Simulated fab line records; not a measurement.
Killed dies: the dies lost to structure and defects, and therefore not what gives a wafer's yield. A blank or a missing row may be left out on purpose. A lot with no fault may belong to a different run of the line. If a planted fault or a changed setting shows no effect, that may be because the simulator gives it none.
Chamber matching	flow n5-finfet	N5_MOL_CONTACT_COAG_ALD_123 on ald-sin-04 has 4 sister chambers
The step deposits SiNx, target thk 5 nm, pulse time 1 s, purge time 2 s. 16 wafers are shown with their chamber, then 8 later ones without.

## WAFERS WITH THEIR CHAMBER
wafer	chamber	heater-power-w (W)	chamber-pressure-Torr (Torr)	precursor-pulse-height-rel
L076.2	2	1002	1.997	0.952
L076.3	1	806	1.998	1.006
L076.6	3	772	1.998	0.982
L078.1	1	873	2.005	0.961
L078.3	0	873	1.992	1.006
L078.6	3	771	2.003	1.007
L082.1	2	981	2.001	1.019
L082.3	1	852	2.003	1.016
L082.6	3	798	2.002	1.010
L083.1	2	985	1.996	1.038
L083.2	3	811	2.004	0.996
L083.3	1	869	1.998	0.990
L087.1	1	831	1.998	0.970
L087.4	2	990	2.000	1.012
L087.5	0	871	1.997	0.980
L090.1	2	921	1.993	1.022

SIGNATURES (averages over the wafers above)
reading	chamber 0	chamber 1	chamber 2	chamber 3	scatter within a chamber
heater-power-w	872.00	846.20	975.80	788.00	26.3
chamber-pressure-Torr	1.99450	2.00040	1.99740	2.00175	0.00316
precursor-pulse-height-rel	0.99300	0.98860	1.00860	0.99875	0.0248
Rule: for each reading, subtract the chamber's mean from the wafer's reading, divide by that reading's scatter and square the result; add these up over the readings and take the root, which gives the wafer's distance from the chamber. The wafer belongs to the nearest chamber; if the next one is less than 2 further off, it can't be placed. How the scatter is found: for the shown wafers, subtract from each reading the mean of its chamber, square and add these, divide the total by (wafers less chambers), then take the root.

## WAFERS WHOSE CHAMBER IS MISSING
wafer	heater-power-w (W)	chamber-pressure-Torr (Torr)	precursor-pulse-height-rel
L090.3	761	2.001	0.972
L090.6	777	2.002	0.993
L094.3	869	2.004	1.003
L094.5	871	1.998	0.982
L094.6	771	2.000	1.029
L097.1	758	1.997	1.008
L097.3	867	2.003	0.991
L097.4	948	1.991	0.989

## CHAMBER TAKEN BY EACH
wafer	from the rows above	in truth
L090.3	can't be placed: 3 or 1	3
L090.6	3	3
L094.3	can't be placed: 1 or 0 or 3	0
L094.5	can't be placed: 0 or 1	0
L094.6	can't be placed: 3 or 1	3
L097.1	can't be placed: 3 or 1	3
L097.3	can't be placed: 1 or 0 or 3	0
L097.4	can't be placed: 2 or 0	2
Correctly placed: 1 of 8. From these rows, 7 cannot be placed; in 7 the true chamber is one of the candidates. Wrongly placed: 0.
